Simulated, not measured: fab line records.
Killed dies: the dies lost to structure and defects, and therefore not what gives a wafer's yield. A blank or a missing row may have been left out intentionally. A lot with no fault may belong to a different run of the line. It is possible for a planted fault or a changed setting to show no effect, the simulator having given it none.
fab line records	flow n5_finfet
record lots=5	wafers=15	last_day=20
route steps=1938 shown BEOL_M4@1099 BEOL_M5@1112 BEOL_M11@1577 PASSIVATION@1936
lots that met no fault: taken from a fault-free run of the same line
start_h: start of the lot's first displayed wafer, in hours after the record's first day	wait_h: hours from the lot's prior step to this one	" repeats the value in the row above	L1.1+2: several wafers, shown together as one row	- either no value or no given start	* or withheld: withheld	< > ~ a bound
route shown NAME@n: NAME is a module with steps in the file, n the number in the route of the first one	usual: average and standard deviation across the fault-free wafers	same: alike in all rows	chamber/n: place in a boat	sites: readings site by site	_std_site: how widely they spread, as a standard deviation	_edge_site: outer sites' mean less inner sites'	radius_mm: how far each site lies from the wafer's centre	mask NAME#n: copy n	behind: the most recent tool/chamber to have shaped the wafer	hold: cause of the lot's hold/its duration in hours/its outcome	device: which transistor (n, p or np) failed to switch	end of line: tests run on the same wafers once the route is complete	where a step has no rows: the recipe by itself	killed: dies that structure and defects cost at the first sort, which is not the same as the wafer's yield	map: a wafer's dies, marking killed ones x, the rest . and places with no die _
set.NAME: the run value of the setting; set.NAME@STEP: its run value at that earlier step	model.NAME: the simulator's own value behind a step, which no gauge read
a table for each step, a row for each wafer; lots at some steps of the route
services: the hour from which a tool's chamber was out of use, counted from the record's first day as start_h (under 0 if before that day), plus the number of hours and why
## steps
# step N5_BEOL_M4_ANNEAL_95
# recipe temp_c=400	time_s=240	ambient=vacuum
# step N5_BEOL_M4_SPUTTER_96
# recipe material=Cu	target_thk_a=45	temp_c=-20	chamber_pressure_pa=0.07	power_w=withheld	time_s=8.29
# step N5_BEOL_M4_ECD_50
# recipe material=Cu	target_thk_a=3000
# step N5_BEOL_M4_ANNEAL_51
# recipe temp_c=225	time_s=90	ambient=N2
# step N5_BEOL_M4_CMP_52
# recipe stop_on=SiOC	t_overpolish_s=6.8	down_force_psi=1	platen_rpm=50	clearing_platen_down_force_psi=1.5	clearing_platen_rpm=50	post_cmp_clean=cu_alkaline	target_thk_nm=40	clearing_platen_pad_velocity_m_s=0.99484	pad_velocity_m_s=0.99484
# step N5_BEOL_M4_PRE_CLEAN_60
# recipe gas=NH3/H2	time_s=15	temp_c=*	rf_power_w=300
# step N5_BEOL_M4_CO_CAP_55
# recipe material=Co	target_thk_a=20	temp_c=200	precursor=CCTBA/H2	pressure_torr=30	time_s=102.1
# step N5_BEOL_M4_PRE_CLEAN_56
# recipe gas=NH3	time_s=15	temp_c=withheld	rf_power_w=300
# step N5_BEOL_M4_DEP_57
# recipe material=SiCN	target_thk_a=80	temp_c=withheld	precursor=3MS/NH3	pressure_torr=3	rf_w=202	time_s=14
# step N5_BEOL_M4_RC_MEAS_101
# usual DIBL_N=37.1/2.6	DIBL_P=38/3	IOFF_N=0.18/0.052	IOFF_P=0.25/0.06	ION_N=678/15	ION_P=467/8.6	SS_N=71.7/0.73	SS_P=73.7/0.89	VT_N=249/4.3	VT_P=-248/3.8
lot.wafer	tool	chamber	start_h	wait_h	DIBL_N[mV/V]	DIBL_P[mV/V]	IOFF_N[nA/um]	IOFF_P[nA/um]	ION_N[uA/um]	ION_P[uA/um]	SS_N[mV/dec]	SS_P[mV/dec]	VT_N[mV]	VT_P[mV]
L234.1	prober-02	0	312.64	0.0	37.8	38	0.19	0.25	666	458	72.7	74.4	247	-249
L234.3	"	0	"	"	33.6	33	0.12	0.18	654	456	71.0	72.4	255	-251
L234.6	"	0	"	"	36.9	39	0.18	0.28	671	469	71.2	73.3	249	-246
L238.1	prober-02	0	316.04	0.0	36.1	36	0.16	0.20	683	463	72.0	72.7	250	-253
L238.2	"	0	"	"	35.2	36	0.15	0.21	671	457	72.2	73.5	249	-252
L238.4	"	0	"	"	33.3	34	0.11	0.17	652	459	71.0	72.6	257	-252
L239.1	prober-01	0	317.15	0.0	35.4	36	0.13	0.21	662	464	71.3	73.9	255	-251
L239.3	"	0	"	"	35.0	36	0.13	0.22	669	464	70.7	73.9	254	-249
L239.5	"	0	"	"	36.1	38	0.15	0.25	682	473	71.1	74.1	250	-247
L241.3	prober-02	0	327.20	0.3	38.7	40	0.19	0.30	681	474	71.1	74.3	249	-244
L241.5	"	0	"	"	37.3	37	0.18	0.26	690	473	71.5	73.5	248	-243
L241.6	"	0	"	"	40.8	43	0.24	0.39	687	477	72.3	74.8	243	-239
L246.1	prober-02	0	367.66	0.0	35.7	37	0.16	0.21	676	466	71.6	73.2	247	-249
L246.5	"	0	"	"	40.8	43	0.26	0.33	675	463	73.7	74.7	246	-245
L246.6	"	0	"	"	35.8	37	0.18	0.23	694	475	70.6	74.2	249	-246
# step N5_BEOL_M5_ILD_DEP_00
# recipe material=SiCOH_lowk	target_thk_a=1406.4	temp_c=300	precursor=DEMS/porogen	pressure_torr=5	rf_w=500	time_s=25.9
# step N5_BEOL_M5_CURE_79
# recipe temp_c=385	time_s=240	ambient=He/Ar	material=SiCOH_lowk
# step N5_BEOL_M5_PECVD_70
# recipe material=SiO2	target_thk_a=160	temp_c=400	precursor=TEOS/O2	pressure_torr=5.5	rf_w=450	teos_flow_sccm=53.8	gas=O2	flow_sccm=3000	time_s=18
# step N5_BEOL_M5_HM_DEP_02
# recipe material=TiN	target_thk_a=200	temp_c=25	chamber_pressure_pa=0.49996
# step N5_BEOL_M5_COAT_59
# recipe resist=SOC	temp_c=250	time_s=60	spin_rpm=1500	resist_thk_nm=60
# step N5_BEOL_M5_COAT_60
# recipe resist=SiARC	temp_c=220	time_s=60	spin_rpm=1500	resist_thk_nm=12
# step N5_BEOL_M5_COAT_71
# recipe resist=underlayer	temp_c=205	time_s=60	spin_rpm=1500	resist_thk_nm=5
# step N5_BEOL_M5_COAT_05
# recipe resist=CAR-EUV	spin_rpm=1500	resist_thk_nm=30
# step N5_BEOL_M5_EBR_07
# recipe solvent=PGMEA	ebr_width_mm=1.5
# step N5_BEOL_M5_SOFTBAKE_06
# recipe temp_c=110	time_s=60	resist=CAR-EUV
# step N5_BEOL_M5_EXPOSE_08
# recipe mask_id=M5	na=0.33	source_shape=annular	sigma_inner=0.4	sigma_outer=0.8	polarization=unpolarized	target_cd_nm=28	dose_mj=35.75
# step N5_BEOL_M5_PEB_09
# recipe peb_temp_c=100	peb_time_s=60	resist=CAR-EUV
# step N5_BEOL_M5_DEVELOP_10
# recipe develop_time_s=30	developer=TMAH	resist=CAR-EUV	rinse_liquid=surfactant_rinse	dry=air_spin	dev_temp_c=23
# step N5_BEOL_M5_DESCUM_16
# recipe chemistry=O2	time_s=7	source_power_w=50	bias_power_w=20	pressure_mtorr=20	rf_frequency_hz=2.712e+07	temp_c=40	resist=CAR-EUV	o2_flow_sccm=225
# step N5_BEOL_M5_ETCH_72
# recipe chemistry=N2/H2	target=underlayer	target_depth_a=65	mask_material=CAR-EUV	time_s=5.2	ion_energy_ev=200	pressure_mtorr=30	source_w=840	bias_w=150	n2_flow_sccm=200	h2_flow_sccm=200	ends=cleared
# step N5_BEOL_M5_ETCH_61
# recipe chemistry=CF4	target=SiARC	target_depth_a=156	mask_material=CAR-EUV	time_s=26	ion_energy_ev=80	pressure_mtorr=40	source_w=545	bias_w=36	Ar_flow_sccm=100	cf4_flow_sccm=100	ends=cleared
# step N5_BEOL_M5_ETCH_62
# recipe chemistry=N2/H2	target=SOC	target_depth_a=750	overetch_a=150	mask_material=SiARC	temp_c=40	time_s=112.5	ion_energy_ev=200	pressure_mtorr=30	source_w=840	bias_w=150	n2_flow_sccm=200	h2_flow_sccm=200
# step N5_BEOL_M5_STRIP_63
# recipe chemistry=N2/H2	temp_c=40	n2_flow_sccm=200	h2_flow_sccm=200	rf_frequency_hz=6e+07
# step N5_BEOL_M5_STRIP_73
# recipe chemistry=N2/H2	temp_c=40	n2_flow_sccm=200	h2_flow_sccm=200	rf_frequency_hz=6e+07
# step N5_BEOL_M5_STRIP_64
# recipe chemistry=CF4	resist=SiARC	power_w=300	bias_power_w=75	pressure_mtorr=50	cf4_flow_sccm=150	rf_frequency_hz=6e+07
# step N5_BEOL_M5_HM_OPEN_17
# recipe chemistry=Cl2/BCl3	target_depth_a=200	overetch_a=60	target=TiN	mask_material=SOC	ion_energy_ev=150	pressure_mtorr=10	icp_w=1000	bias_w=126	Cl2_flow_sccm=53.25	bcl3_flow_sccm=21.75	Ar_flow_sccm=25
# step N5_BEOL_M5_STRIP_19
# recipe chemistry=O2	power_w=400	temp_c=40	pressure_mtorr=30	rf_frequency_hz=6e+07	bias_power_w=0	overash_fraction=0.2	o2_flow_sccm=225
# step N5_BEOL_M5_COAT_65
# recipe resist=SOC	temp_c=250	time_s=60	spin_rpm=1500	resist_thk_nm=60
# step N5_BEOL_M5_COAT_66
# recipe resist=SiARC	temp_c=220	time_s=60	spin_rpm=1500	resist_thk_nm=12
# step N5_BEOL_M11_STRIP_36
# recipe chemistry=N2/H2	power_w=450	temp_c=40	pressure_mtorr=20	rf_frequency_hz=6e+07	overash_fraction=0.3	bias_power_w=7	h2_frac=0.5	n2_flow_sccm=200	h2_flow_sccm=200
# usual bias_power_w=6.999/0.024	chamber_pressure_mTorr=20.00/0.04	drypump_motor_current_A=5.7/0.39	oes_product_au=0.82/0.085	power_w=450.1/1.4	rf_vpp_V=59.3/1.7	showerhead_plenum_p_Torr=2.54/0.098	temp_c=40.00/0.11	throttle_valve_pct=23.5/0.4
lot.wafer	tool	chamber	start_h	wait_h	bias_power_w	chamber_pressure_mTorr	drypump_motor_current_A	oes_product_au	power_w	rf_hours_counter_h	rf_vpp_V	showerhead_plenum_p_Torr	temp_c	throttle_valve_pct	model.SOC_of_BEOL_M11_COAT_63.thk_nm
L234.1	rie_diel-06	3	370.63	0.0	-	-	-	-	-	-	-	-	-	-	92
L234.3	"	1	"	"	-	-	-	-	-	-	-	-	-	-	92
L234.6	"	3	"	"	-	-	-	-	-	-	-	-	-	-	92.2
L239.1	rie_diel-06	3	378.48	0.0	-	-	-	-	-	-	-	-	-	-	92.6
L239.3	"	2	"	"	-	-	-	-	-	-	-	-	-	-	92.6
L239.5	"	1	"	"	-	-	-	-	-	-	-	-	-	-	92
L238.1	rie_diel-06	0	378.94	0.0	-	-	-	-	-	-	-	-	-	-	92.2
L238.2	"	3	"	"	-	-	-	-	-	-	-	-	-	-	92.2
L238.4	"	1	"	"	-	-	-	-	-	-	-	-	-	-	92
L241.3	rie_diel-03	3	390.27	0.0	7.022	19.99	5.2	0.83	450.7	93	59.3	2.68	39.94	23.9	0
L241.5	"	1	"	"	6.938	19.94	5.8	0.92	451.4	-	58.8	2.57	40.06	23.9	0
L241.6	"	0	"	"	6.958	20.01	6.2	0.75	450.8	-	59.3	2.53	39.95	23.2	0
L246.1	rie_diel-06	2	433.11	0.0	7.016	20.03	5.2	0.80	451.1	94	59.5	2.57	40.05	23.4	0
L246.5	"	1	"	"	7.000	19.95	5.5	0.95	449.4	-	58.8	2.58	40.03	22.9	0
L246.6	"	0	"	"	7.004	20.02	6.2	0.75	449.0	-	56.8	2.50	40.09	23.0	0
# step N5_BEOL_M11_ETCH_41
# recipe chemistry=CH3F/O2	target=SiCN	target_depth_a=426	taper_deg=2	time_s=86	ion_energy_ev=120	mask_material=TiN	pressure_mtorr=30	source_w=395	bias_w=75	Ar_flow_sccm=150	CH3F_flow_sccm=30	O2_flow_sccm=20
# usual drypump_motor_current_A=5.7/0.38	oes_product_au=0.82/0.084	rf_vpp_V=297.7/1.6	showerhead_plenum_p_Torr=2.01/0.066	throttle_valve_pct=16.21/0.17
lot.wafer	tool	chamber	start_h	wait_h	drypump_motor_current_A	oes_product_au	rf_hours_counter_h	rf_vpp_V	showerhead_plenum_p_Torr	throttle_valve_pct	model.SOC_of_BEOL_M11_COAT_63.thk_nm
L234.1	rie_diel-06	3	370.71	0.0	5.4	0.81	86	295.7	1.94	16.31	65.4
L234.3	"	1	"	"	5.5	0.96	21	299.0	2.03	15.91	63.8
L234.6	"	3	"	"	5.4	0.82	-	297.1	1.94	16.29	65.2
L239.1	rie_diel-06	3	378.56	0.0	5.4	0.82	88	295.4	1.94	16.30	65.4
L239.3	"	2	"	"	5.2	0.80	81	298.3	2.04	16.08	65.6
L239.5	"	1	"	"	5.5	0.96	-	298.9	2.03	15.90	63.4
L238.1	rie_diel-06	0	379.02	0.0	6.2	0.75	147	297.9	1.99	16.19	64.6
L238.2	"	3	"	"	5.4	0.82	88	296.0	1.94	16.30	64.8
L238.4	"	1	"	"	5.5	0.96	23	298.6	2.03	15.91	63.6
L241.3	rie_diel-03	3	-	-	5.2	0.84	94	299.5	2.12	16.32	0
L241.5	"	1	"	"	5.7	0.93	-	297.8	2.03	16.40	0
L241.6	"	0	"	"	6.2	0.77	-	298.1	1.98	16.03	0
L246.1	rie_diel-06	2	-	-	5.2	0.79	94	297.7	2.04	16.09	0
L246.5	"	1	"	"	5.5	0.94	-	296.7	2.02	15.92	0
L246.6	"	0	"	"	6.2	0.73	-	297.0	1.99	16.22	0
# step N5_PASSIVATION_PROBE_49
# usual defect_limited_yield=91.4/1.4	killed_at_M0_to_M3=34/9.1	killed_at_M4_up=14/5.2	killed_at_contacts=12/6.4	killed_at_front_end=38/11	killed_at_other=3.7/2.8	killed_dies=102/17	killed_on_rim=14/3.9	killed_open=68/13	killed_short=32/7.8	sort_bin_5_function=5.1/1	sort_bin_6_memory=3.2/0.66	sort_n_pass=1076/19	sort_yield_pct=91.2/1.6
# same gross_dies=1180	killed_at_back_side=0	sort_bin_4_leakage[%]=0	sort_bin_8_speed[%]=0
lot.wafer	tool	chamber	start_h	wait_h	defect_limited_yield[%]	killed_at_M0_to_M3	killed_at_M4_up	killed_at_contacts	killed_at_front_end	killed_at_other	killed_dies	killed_on_rim	killed_open	killed_short	sort_bin_5_function[%]	sort_bin_6_memory[%]	sort_n_pass	sort_yield_pct[%]
L234.1	prober-02	-	419.49	0.0	0	42	1096	10	28	4	1180	152	67	24	96.5	3.0	0	0
L234.3	prober-02	-	419.59	0.1	0	27	1080	26	43	4	1180	152	68	36	95.8	4.0	0	0
L234.6	prober-02	-	419.74	0.3	0	21	1119	7	28	5	1180	152	53	22	97.5	2.1	0	0
L239.1	prober-02	-	422.42	0.0	0	20	1110	14	32	4	1180	152	44	36	96.7	2.9	0	0
L239.3	prober-02	-	422.52	0.1	0	46	1068	29	34	3	1180	152	104	30	95.2	4.5	0	0
L239.5	prober-02	-	422.62	0.2	0	43	1047	12	71	7	1180	152	112	40	95.1	4.6	0	0
L238.1	prober-01	-	426.32	0.0	0	46	1079	11	34	10	1180	152	73	45	95.7	4.1	0	0
L238.2	prober-01	-	426.37	0.1	0	12	1118	12	35	3	1180	152	43	29	97.5	1.9	0	0
L238.4	prober-01	-	426.47	0.2	0	37	1093	7	41	2	1180	152	62	42	95.8	3.7	0	0
L241.3	prober-01	-	436.21	0.1	91.5	28	15	8	42	7	100	21	69	31	4.9	3.1	1080	91.5
L241.5	prober-01	-	436.31	0.2	89.2	34	15	6	69	3	127	16	80	46	5.6	4.9	1053	89.2
L241.6	prober-01	-	436.36	0.3	91.1	30	11	10	53	1	105	15	74	30	4.7	3.9	1075	91.1
L246.1	prober-02	-	478.26	0.0	90.7	39	15	13	42	1	110	22	80	28	6.1	3.1	1070	90.7
L246.5	prober-02	-	478.46	0.2	89.7	48	12	22	32	7	121	22	85	36	5.8	4.2	1059	89.7
L246.6	prober-02	-	478.51	0.3	91.9	28	17	9	28	13	95	10	69	24	5.1	3.0	1085	91.9
# killed by level:class
L234.1 BEOL_M11:area_ald=1083 BEOL_M3:geometric_particle:open=15 BEOL_M2:geometric_particle:open=13 MOL_CONTACT_COAG:geometric_particle:open=8 FIN_SAQP:geometric_particle:short=5 BEOL_M4:geometric_particle:open=5 FIN_SAQP:geometric_particle:open=4 BEOL_M2:geometric_particle:short=4
L234.3 BEOL_M11:area_ald=1075 MOL_CONTACT_COAG:geometric_particle:open=17 BEOL_M2:geometric_particle:open=11 STI_FIN_REVEAL:geometric_particle:open=9 MOL_CONTACT_COAG:geometric_particle:short=9 FIN_SAQP:geometric_particle:open=8 BEOL_M3:geometric_particle:open=6 FIN_SAQP:geometric_particle:short=5
L234.6 BEOL_M11:area_ald=1105 STI_FIN_REVEAL:geometric_particle:open=10 BEOL_M2:geometric_particle:open=9 MOL_CONTACT_COAG:geometric_particle:open=6 STARTING-WAFER:geometric_particle:short=5 BEOL_M4:geometric_particle:open=5 BEOL_M5:geometric_particle:open=4 FIN_CUT:geometric_particle:short=3
L239.1 BEOL_M11:area_ald=1096 STI_FIN_REVEAL:geometric_particle:open=10 MOL_CONTACT_COAG:geometric_particle:open=10 BEOL_M0_SAQP:geometric_particle:short=5 BEOL_M1:geometric_particle:open=5 STI_FIN_REVEAL:geometric_particle:short=4 MOL_CONTACT_COAG:geometric_particle:short=4 BEOL_M13:coat_microbubble_printed=4
L239.3 BEOL_M11:area_ald=1044 MOL_CONTACT_COAG:geometric_particle:open=23 BEOL_M4:geometric_particle:open=17 STI_FIN_REVEAL:geometric_particle:open=14 BEOL_M0_SAQP:geometric_particle:open=13 BEOL_M1:geometric_particle:open=9 BEOL_M2:geometric_particle:open=8 DUMMY_GATE:geometric_particle:open=6
L239.5 BEOL_M11:area_ald=1027 STI_FIN_REVEAL:geometric_particle:open=42 FIN_SAQP:geometric_particle:open=11 BEOL_M0_SAQP:geometric_particle:short=11 BEOL_M2:geometric_particle:open=11 BEOL_M0_SAQP:geometric_particle:open=10 BEOL_M4:geometric_particle:open=9 MOL_CONTACT_COAG:geometric_particle:short=7
L238.1 BEOL_M11:area_ald=1060 BEOL_M0_SAQP:geometric_particle:open=14 BEOL_M4:geometric_particle:open=12 BEOL_M0_SAQP:geometric_particle:short=12 FIN_SAQP:geometric_particle:short=9 MOL_CONTACT_COAG:geometric_particle:open=8 FIN_SAQP:geometric_particle:open=7 BEOL_M3:geometric_particle:open=5
L238.2 BEOL_M11:area_ald=1107 MOL_CONTACT_COAG:geometric_particle:open=10 FIN_SAQP:geometric_particle:open=9 FIN_SAQP:geometric_particle:short=6 DUMMY_GATE:geometric_particle:open=5 BEOL_M4:geometric_particle:short=5 BEOL_M4:geometric_particle:open=4 STI_FIN_REVEAL:geometric_particle:short=3
L238.4 BEOL_M11:area_ald=1071 BEOL_M0_SAQP:geometric_particle:short=12 BEOL_M0_SAQP:geometric_particle:open=10 DUMMY_GATE:geometric_particle:open=8 FIN_SAQP:geometric_particle:open=7 FIN_SAQP:geometric_particle:short=7 BEOL_M4:geometric_particle:open=7 MOL_CONTACT_COAG:geometric_particle:open=6
L241.3 FIN_SAQP:geometric_particle:open=17 MOL_CONTACT_COAG:geometric_particle:open=8 FIN_SAQP:geometric_particle:short=7 BEOL_M2:geometric_particle:open=7 BEOL_M3:geometric_particle:open=6 BEOL_M4:geometric_particle:open=6 BEOL_M0:geometric_particle:open=4 STI_FIN_REVEAL:geometric_particle:open=3
L241.5 FIN_SAQP:geometric_particle:open=19 FIN_SAQP:geometric_particle:short=13 STI_FIN_REVEAL:geometric_particle:open=10 BEOL_M3:geometric_particle:open=9 STARTING-WAFER:geometric_particle:short=6 BEOL_M0_SAQP:geometric_particle:open=5 MOL_CONTACT_COAG:geometric_particle:open=5 BEOL_M0_SAQP:geometric_particle:short=5
L241.6 FIN_SAQP:geometric_particle:open=19 MOL_CONTACT_COAG:geometric_particle:open=10 BEOL_M3:geometric_particle:open=7 BEOL_M0:geometric_particle:open=6 FIN_SAQP:geometric_particle:short=5 DUMMY_GATE:geometric_particle:open=5 BEOL_M3:geometric_particle:short=5 BEOL_M6:geometric_particle:open=4
L246.1 STI_FIN_REVEAL:geometric_particle:open=17 MOL_CONTACT_COAG:geometric_particle:open=11 BEOL_M0_SAQP:geometric_particle:open=10 BEOL_M4:geometric_particle:open=8 BEOL_M2:geometric_particle:open=7 BEOL_M0_SAQP:geometric_particle:short=6 BEOL_M3:geometric_particle:open=6 FIN_SAQP:geometric_particle:open=5
L246.5 MOL_CONTACT_COAG:geometric_particle:open=18 STI_FIN_REVEAL:geometric_particle:open=12 BEOL_M0_SAQP:geometric_particle:open=12 BEOL_M0_SAQP:geometric_particle:short=11 BEOL_M2:geometric_particle:open=10 BEOL_M1:geometric_particle:open=8 BEOL_M4:geometric_particle:open=5 MOL_CONTACT_COAG:geometric_particle:short=4
L246.6 BEOL_M2:geometric_particle:open=12 STI_FIN_REVEAL:geometric_particle:open=10 MOL_CONTACT_COAG:geometric_particle:open=8 BEOL_M4:geometric_particle:open=6 MIM_TOP_ETCH:geometric_particle:open=5 FIN_SAQP:geometric_particle:open=4 BEOL_M0_SAQP:geometric_particle:short=4 BEOL_M3:geometric_particle:open=4
# map L234.1 (x killed, . not)
_________________xxxxxxxxxxxx________________
______________xxxxxxxxxxxxxxxxxx_____________
___________xxxxxxxxxxxxxxxxxxxxxxxx__________
__________xxxxxxxxxxxxxxxxxxxxxxxxxx_________
________xxxxxxxxxxxxxxxxxxxxxxxxxxxxxx_______
_______xxxxxxxxxxxxxxxxxxxxxxxxxxxxxxxx______
______xxxxxxxxxxxxxxxxxxxxxxxxxxxxxxxxxx_____
_____xxxxxxxxxxxxxxxxxxxxxxxxxxxxxxxxxxxx____
____xxxxxxxxxxxxxxxxxxxxxxxxxxxxxxxxxxxxxx___
___xxxxxxxxxxxxxxxxxxxxxxxxxxxxxxxxxxxxxxxx__
___xxxxxxxxxxxxxxxxxxxxxxxxxxxxxxxxxxxxxxxx__
__xxxxxxxxxxxxxxxxxxxxxxxxxxxxxxxxxxxxxxxxxx_
__xxxxxxxxxxxxxxxxxxxxxxxxxxxxxxxxxxxxxxxxxx_
_xxxxxxxxxxxxxxxxxxxxxxxxxxxxxxxxxxxxxxxxxxxx
_xxxxxxxxxxxxxxxxxxxxxxxxxxxxxxxxxxxxxxxxxxxx
_xxxxxxxxxxxxxxxxxxxxxxxxxxxxxxxxxxxxxxxxxxxx
_xxxxxxxxxxxxxxxxxxxxxxxxxxxxxxxxxxxxxxxxxxxx
_xxxxxxxxxxxxxxxxxxxxxxxxxxxxxxxxxxxxxxxxxxxx
_xxxxxxxxxxxxxxxxxxxxxxxxxxxxxxxxxxxxxxxxxxxx
_xxxxxxxxxxxxxxxxxxxxxxxxxxxxxxxxxxxxxxxxxxxx
_xxxxxxxxxxxxxxxxxxxxxxxxxxxxxxxxxxxxxxxxxxxx
__xxxxxxxxxxxxxxxxxxxxxxxxxxxxxxxxxxxxxxxxxx_
__xxxxxxxxxxxxxxxxxxxxxxxxxxxxxxxxxxxxxxxxxx_
___xxxxxxxxxxxxxxxxxxxxxxxxxxxxxxxxxxxxxxxx__
___xxxxxxxxxxxxxxxxxxxxxxxxxxxxxxxxxxxxxxxx__
____xxxxxxxxxxxxxxxxxxxxxxxxxxxxxxxxxxxxxx___
_____xxxxxxxxxxxxxxxxxxxxxxxxxxxxxxxxxxxx____
______xxxxxxxxxxxxxxxxxxxxxxxxxxxxxxxxxx_____
_______xxxxxxxxxxxxxxxxxxxxxxxxxxxxxxxx______
________xxxxxxxxxxxxxxxxxxxxxxxxxxxxxx_______
__________xxxxxxxxxxxxxxxxxxxxxxxxxx_________
___________xxxxxxxxxxxxxxxxxxxxxxxx__________
______________xxxxxxxxxxxxxxxxxx_____________
_________________xxxxxxxxxxxx________________
# map L238.1 (x killed, . not)
_________________xxxxxxxxxxxx________________
______________xxxxxxxxxxxxxxxxxx_____________
___________xxxxxxxxxxxxxxxxxxxxxxxx__________
__________xxxxxxxxxxxxxxxxxxxxxxxxxx_________
________xxxxxxxxxxxxxxxxxxxxxxxxxxxxxx_______
_______xxxxxxxxxxxxxxxxxxxxxxxxxxxxxxxx______
______xxxxxxxxxxxxxxxxxxxxxxxxxxxxxxxxxx_____
_____xxxxxxxxxxxxxxxxxxxxxxxxxxxxxxxxxxxx____
____xxxxxxxxxxxxxxxxxxxxxxxxxxxxxxxxxxxxxx___
___xxxxxxxxxxxxxxxxxxxxxxxxxxxxxxxxxxxxxxxx__
___xxxxxxxxxxxxxxxxxxxxxxxxxxxxxxxxxxxxxxxx__
__xxxxxxxxxxxxxxxxxxxxxxxxxxxxxxxxxxxxxxxxxx_
__xxxxxxxxxxxxxxxxxxxxxxxxxxxxxxxxxxxxxxxxxx_
_xxxxxxxxxxxxxxxxxxxxxxxxxxxxxxxxxxxxxxxxxxxx
_xxxxxxxxxxxxxxxxxxxxxxxxxxxxxxxxxxxxxxxxxxxx
_xxxxxxxxxxxxxxxxxxxxxxxxxxxxxxxxxxxxxxxxxxxx
_xxxxxxxxxxxxxxxxxxxxxxxxxxxxxxxxxxxxxxxxxxxx
_xxxxxxxxxxxxxxxxxxxxxxxxxxxxxxxxxxxxxxxxxxxx
_xxxxxxxxxxxxxxxxxxxxxxxxxxxxxxxxxxxxxxxxxxxx
_xxxxxxxxxxxxxxxxxxxxxxxxxxxxxxxxxxxxxxxxxxxx
_xxxxxxxxxxxxxxxxxxxxxxxxxxxxxxxxxxxxxxxxxxxx
__xxxxxxxxxxxxxxxxxxxxxxxxxxxxxxxxxxxxxxxxxx_
__xxxxxxxxxxxxxxxxxxxxxxxxxxxxxxxxxxxxxxxxxx_
___xxxxxxxxxxxxxxxxxxxxxxxxxxxxxxxxxxxxxxxx__
___xxxxxxxxxxxxxxxxxxxxxxxxxxxxxxxxxxxxxxxx__
____xxxxxxxxxxxxxxxxxxxxxxxxxxxxxxxxxxxxxx___
_____xxxxxxxxxxxxxxxxxxxxxxxxxxxxxxxxxxxx____
______xxxxxxxxxxxxxxxxxxxxxxxxxxxxxxxxxx_____
_______xxxxxxxxxxxxxxxxxxxxxxxxxxxxxxxx______
________xxxxxxxxxxxxxxxxxxxxxxxxxxxxxx_______
__________xxxxxxxxxxxxxxxxxxxxxxxxxx_________
___________xxxxxxxxxxxxxxxxxxxxxxxx__________
______________xxxxxxxxxxxxxxxxxx_____________
_________________xxxxxxxxxxxx________________
## services
tool	chamber	start_h	hours	kind
rie_diel-03	0	353.27	4.3	repair
rie_diel-06	-	416.45	15.6	pm
rie_diel-03	1	423.86	10.7	repair
## key
first_sign step=N5_BEOL_M11_STRIP_36	reading=tool_record	direction=missing
effect step=N5_PASSIVATION_PROBE_49	reading=killed_at_M4_up	direction=up	sigmas=99+	usual=14	struck=1090
model_effect step=N5_BEOL_M11_STRIP_36	value=SOC_of_BEOL_M11_COAT_63.thk_nm	without=0	struck=92.2
model_effect step=N5_BEOL_M11_ETCH_41	value=SOC_of_BEOL_M11_COAT_63.thk_nm	without=0	struck=64.64
more_kills_born_at N5_BEOL_M11_ALD_74@ald_metal-02=6501	N5_BEOL_M11_ALD_74@ald_metal-01=3167
met_at N5_BEOL_M11_STRIP_36
struck_wafers L234.1,L234.3,L234.6,L238.1,L238.2,L238.4,L239.1,L239.3,L239.5
later_rows_left_out L234.1,L234.3,L234.6,L238.1,L238.2,L238.4,L239.1,L239.3,L239.5
fault kind=skipped_step_whole	tool=rie_diel-06	chamber=-	onset_h=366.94	steps=N5_BEOL_M11_STRIP_36	scope=struck_lots_only
# later_rows_left_out: the simulator's readings of these wafers behind a module that went badly wrong aren't trusted and aren't shown, but for the sort
